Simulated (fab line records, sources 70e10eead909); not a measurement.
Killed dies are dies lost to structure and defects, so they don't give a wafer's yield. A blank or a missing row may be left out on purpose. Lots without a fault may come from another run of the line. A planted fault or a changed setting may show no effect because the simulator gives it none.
Chamber matching | flow nand_harc | NHARC_P_M0_PRE_CLEAN_31 on pecvd-01: 3 sister chambers
The step time 12 s. 3 wafers are shown with their chamber, then 10 later ones without.

WAFERS WITH THEIR CHAMBER
wafer  | chamber | susceptor_temp_C (C)
L087.1 | 0       | 369.93
L087.2 | 1       | 370.00
L089.4 | 2       | 369.99

WAFERS WITHOUT THEIR CHAMBER
wafer  | susceptor_temp_C (C)
L089.5 | 369.96
L090.1 | 370.10
L090.5 | 369.77
L090.6 | 370.03
L094.2 | 370.26
L094.4 | 370.23
L094.6 | 370.18
L095.3 | 369.82
L095.4 | 369.69
L095.5 | 369.60

WHICH CHAMBER EACH WENT THROUGH
wafer  | from the rows above          | in truth
L089.5 | can't be placed: 0 or 2 or 1 | 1
L090.1 | can't be placed: 1 or 2 or 0 | 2
L090.5 | can't be placed: 0 or 2 or 1 | 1
L090.6 | can't be placed: 1 or 2 or 0 | 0
L094.2 | can't be placed: 1 or 2 or 0 | 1
L094.4 | can't be placed: 1 or 2 or 0 | 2
L094.6 | can't be placed: 1 or 2 or 0 | 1
L095.3 | can't be placed: 0 or 2 or 1 | 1
L095.4 | can't be placed: 0 or 2 or 1 | 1
L095.5 | can't be placed: 0 or 2 or 1 | 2
Placed correctly: 0 of 10. Can't be placed from these rows: 10 (the true chamber is among the candidates in 10). Placed wrongly: 0.
How it was worked out, from the rows above alone: a wafer's distance from a chamber is the root of the sum, over the readings, of the square of ((its reading less the chamber's mean) divided by the reading's scatter). The wafer belongs to the nearest chamber; if the next one is less than 2 further off, it can't be placed. A chamber's mean is the mean of its shown wafers. The scatter: with one shown wafer a chamber, the root of the mean of the squares of how far each hidden wafer lies from its nearest shown one.
